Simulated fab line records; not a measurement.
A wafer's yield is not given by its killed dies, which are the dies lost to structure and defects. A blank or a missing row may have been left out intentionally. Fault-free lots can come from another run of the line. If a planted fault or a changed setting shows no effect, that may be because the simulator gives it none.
Matching of chambers :: flow nand harc :: NHARC_A_CHANNEL_HOLE_D1_ETCH_38 on rie diel-07: 4 sister chambers
The step etches the open film in CF4, target depth 39 nm, time 65 s. 14 wafers are shown with their chamber, then 7 later ones without.

WAFERS WITH THEIR CHAMBER
wafer: L505.2
chamber: 2
drypump motor current A (A): 6.6
showerhead plenum p Torr (Torr): 1.79
rf fwd power W (W): 296.1

wafer: L505.3
chamber: 1
drypump motor current A (A): 5.4
showerhead plenum p Torr (Torr): 1.79
rf fwd power W (W): 294.1

wafer: L505.5
chamber: 2
drypump motor current A (A): 6.6
showerhead plenum p Torr (Torr): 1.79
rf fwd power W (W): 297.3

wafer: L507.1
chamber: 0
drypump motor current A (A): 5.6
showerhead plenum p Torr (Torr): 1.82
rf fwd power W (W): 297.5

wafer: L507.5
chamber: 1
drypump motor current A (A): 5.4
showerhead plenum p Torr (Torr): 1.79
rf fwd power W (W): 294.8

wafer: L507.6
chamber: 0
drypump motor current A (A): 5.6
showerhead plenum p Torr (Torr): 1.82
rf fwd power W (W): 296.8

wafer: L515.1
chamber: 3
drypump motor current A (A): 5.9
showerhead plenum p Torr (Torr): 1.79
rf fwd power W (W): 298.9

wafer: L515.4
chamber: 1
drypump motor current A (A): 5.4
showerhead plenum p Torr (Torr): 1.79
rf fwd power W (W): 294.2

wafer: L515.5
chamber: 2
drypump motor current A (A): 6.6
showerhead plenum p Torr (Torr): 1.79
rf fwd power W (W): 296.7

wafer: L517.1
chamber: 2
drypump motor current A (A): 6.6
showerhead plenum p Torr (Torr): 1.78
rf fwd power W (W): 294.8

wafer: L517.2
chamber: 3
drypump motor current A (A): 5.9
showerhead plenum p Torr (Torr): 1.79
rf fwd power W (W): 299.5

wafer: L517.3
chamber: 0
drypump motor current A (A): 5.5
showerhead plenum p Torr (Torr): 1.82
rf fwd power W (W): 299.3

wafer: L525.1
chamber: 1
drypump motor current A (A): 5.4
showerhead plenum p Torr (Torr): 1.79
rf fwd power W (W): 295.4

wafer: L525.3
chamber: 0
drypump motor current A (A): 5.6
showerhead plenum p Torr (Torr): 1.82
rf fwd power W (W): 297.6

SIGNATURES, as means of the wafers listed above
reading: drypump motor current A
chamber 0: 5.575
chamber 1: 5.400
chamber 2: 6.600
chamber 3: 5.900
scatter within a chamber: 0.0274

reading: showerhead plenum p Torr
chamber 0: 1.8200
chamber 1: 1.7900
chamber 2: 1.7875
chamber 3: 1.7900
scatter within a chamber: 0.00274

reading: rf fwd power W
chamber 0: 297.800
chamber 1: 294.625
chamber 2: 296.225
chamber 3: 299.200
scatter within a chamber: 0.899
Rule: a wafer lies at a distance from a chamber equal to the root of the sum of squares, over the readings, of (its reading less the chamber's mean, divided by the reading's scatter). If the next closest chamber is less than 2 further off than the closest, the wafer can't be placed; otherwise it belongs to the closest. The scatter: the root of (the sum of the squares of (reading less its chamber's mean) over the shown wafers, divided by (wafers less chambers)).

WAFERS WITH NO CHAMBER GIVEN
wafer: L525.4
drypump motor current A (A): 5.9
showerhead plenum p Torr (Torr): 1.79
rf fwd power W (W): 298.0

wafer: L526.1
drypump motor current A (A): 5.6
showerhead plenum p Torr (Torr): 1.82
rf fwd power W (W): 296.0

wafer: L526.2
drypump motor current A (A): 5.9
showerhead plenum p Torr (Torr): 1.79
rf fwd power W (W): 297.7

wafer: L526.3
drypump motor current A (A): 6.6
showerhead plenum p Torr (Torr): 1.78
rf fwd power W (W): 295.7

wafer: L527.1
drypump motor current A (A): 5.4
showerhead plenum p Torr (Torr): 1.79
rf fwd power W (W): 294.6

wafer: L527.5
drypump motor current A (A): 5.9
showerhead plenum p Torr (Torr): 1.79
rf fwd power W (W): 296.7

wafer: L527.6
drypump motor current A (A): 5.6
showerhead plenum p Torr (Torr): 1.82
rf fwd power W (W): 297.1

CHAMBER TAKEN BY EACH
wafer: L525.4
from the rows above: 3
in truth: 3

wafer: L526.1
from the rows above: 0
in truth: 0

wafer: L526.2
from the rows above: 3
in truth: 3

wafer: L526.3
from the rows above: 2
in truth: 2

wafer: L527.1
from the rows above: 1
in truth: 1

wafer: L527.5
from the rows above: 3
in truth: 3

wafer: L527.6
from the rows above: 0
in truth: 0
Correctly placed: 7 of 7. Number that these rows cannot place: 0. Wrongly placed: 0.
